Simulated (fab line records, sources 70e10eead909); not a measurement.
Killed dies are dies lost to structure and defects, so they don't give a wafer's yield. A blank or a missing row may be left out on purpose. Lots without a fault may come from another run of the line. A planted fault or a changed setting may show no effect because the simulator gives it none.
Chamber matching | flow nand_harc | NHARC_P_CONTACT_CMP_01 on cmp-04: 4 sister chambers
The step polishes SiO2, target thk 200 nm. 4 wafers are shown with their chamber, then 7 later ones without.

WAFERS WITH THEIR CHAMBER
wafer  | chamber | motor_current_A (A)
L086.3 | 2       | 12.7
L087.6 | 3       | 11.3
L089.4 | 1       | 11.2
L089.5 | 0       | 13.3

WAFERS WITHOUT THEIR CHAMBER
wafer  | motor_current_A (A)
L089.6 | 11.3
L090.1 | 12.3
L090.4 | 11.3
L090.5 | 12.1
L095.2 | 11.7
L095.3 | 13.5
L095.6 | 11.8

WHICH CHAMBER EACH WENT THROUGH
wafer  | from the rows above               | in truth
L089.6 | can't be placed: 3 or 1           | 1
L090.1 | can't be placed: 2 or 0 or 3 or 1 | 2
L090.4 | can't be placed: 3 or 1           | 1
L090.5 | can't be placed: 2 or 3 or 1 or 0 | 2
L095.2 | can't be placed: 3 or 1 or 2      | 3
L095.3 | can't be placed: 0 or 2           | 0
L095.6 | can't be placed: 3 or 1 or 2      | 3
Placed correctly: 0 of 7. Can't be placed from these rows: 7 (the true chamber is among the candidates in 7). Placed wrongly: 0.
How it was worked out, from the rows above alone: a wafer's distance from a chamber is the root of the sum, over the readings, of the square of ((its reading less the chamber's mean) divided by the reading's scatter). The wafer belongs to the nearest chamber; if the next one is less than 2 further off, it can't be placed. A chamber's mean is the mean of its shown wafers. The scatter: with one shown wafer a chamber, the root of the mean of the squares of how far each hidden wafer lies from its nearest shown one.
